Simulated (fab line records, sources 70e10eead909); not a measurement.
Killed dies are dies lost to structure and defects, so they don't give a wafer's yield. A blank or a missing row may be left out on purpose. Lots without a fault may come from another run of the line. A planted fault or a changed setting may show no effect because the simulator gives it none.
Which tool did it? | flow nand_harc | 6 lots, 17 wafers sampled, at 5 steps of a route of 1302

WHAT THE GAUGES READ, wafer by wafer
NHARC_END_SORT_01.
lot  | measured     | on        | killed_short
L327 | day 26 05:04 | prober-02 | 4 1 3
L332 | day 29 04:44 | prober-01 | 3 1 2
L341 | day 32 03:02 | prober-01 | 2 4

WHICH TOOL RAN EACH LOT (tool, then ch and the chambers of the sampled wafers, then the start)
lot  | NHARC_A_SLIT_ETCH_29               | NHARC_A_WL_FILL_ETCHBACK_04       | NHARC_A_WL_FILL_STRIP_27             | NHARC_A_WL_FILL_ETCHBACK_16
L326 | rie_diel-02 ch 0,3, day 21 14:16   | rie_metal-02 ch 1, day 21 22:50   | plasma_asher-02 ch 0,1, day 21 23:14 | rie_diel-08 ch 0,1,2, no start
L327 | rie_diel-05 ch 0,1, day 21 18:13   | rie_metal-02 ch 0,1, day 22 04:05 | plasma_asher-02 ch 0,1, day 22 04:28 | rie_diel-01 ch 1,2,3, day 26 05:04 or earlier
L332 | rie_diel-05 ch 0,1,3, day 24 09:42 | rie_metal-03 ch 0,1, day 24 18:08 | plasma_asher-02 ch 0,1, day 24 18:37 | rie_diel-08 ch 0,1,2, day 29 04:44 or earlier
L331 | rie_diel-02 ch 1,2, day 24 13:31   | rie_metal-02 ch 0,1, day 24 22:10 | plasma_asher-01 ch 0,1, day 24 22:34 | rie_diel-11 ch 0,1,3, no start
L341 | rie_diel-05 ch 1,2, day 27 16:59   | rie_metal-03 ch 1, day 28 01:38   | plasma_asher-02 ch 1, day 28 02:00   | rie_diel-08 ch 0,1, day 32 03:02 or earlier
L345 | rie_diel-13 ch 1,2,3, day 29 13:57 | rie_metal-02 ch 0,1, day 29 22:32 | plasma_asher-02 ch 1, day 29 22:55   | rie_diel-01 ch 0,1,3, no start
- NHARC_A_SLIT_ETCH_29: etches the open film in CF4/O2, target depth 100 nm, overetch 10 nm, time 55 s.
- NHARC_A_WL_FILL_ETCHBACK_04: etches the open film in NF3, target depth 60 nm, time 120 s.
- NHARC_A_WL_FILL_STRIP_27: strips in N2/H2, time 20 s.
- NHARC_A_WL_FILL_ETCHBACK_16: etches the open film in C4F8/O2/Ar, target depth 120 nm, time 24 s.

THE ANSWER, worked out from the rows above alone
Rule: what is usual is taken from the lots themselves. Put in order of their means at a reading, lots are off if they are a third of the lots or fewer, leave a main group of 4 or more, and stand apart from it by a gap of 3 or more times the standard deviation of the main group's means; of several such gaps the widest counts. A main group whose means are all the same, to the digits that the tables above print for the reading, isn't used. A lot without any number at a reading at which 4 lots or more have one is off too. The other lots that the step has rows for count as sound.
No lot is off at any reading shown: from this, nothing can be told.

WHAT THE SIMULATOR HAD PUT IN
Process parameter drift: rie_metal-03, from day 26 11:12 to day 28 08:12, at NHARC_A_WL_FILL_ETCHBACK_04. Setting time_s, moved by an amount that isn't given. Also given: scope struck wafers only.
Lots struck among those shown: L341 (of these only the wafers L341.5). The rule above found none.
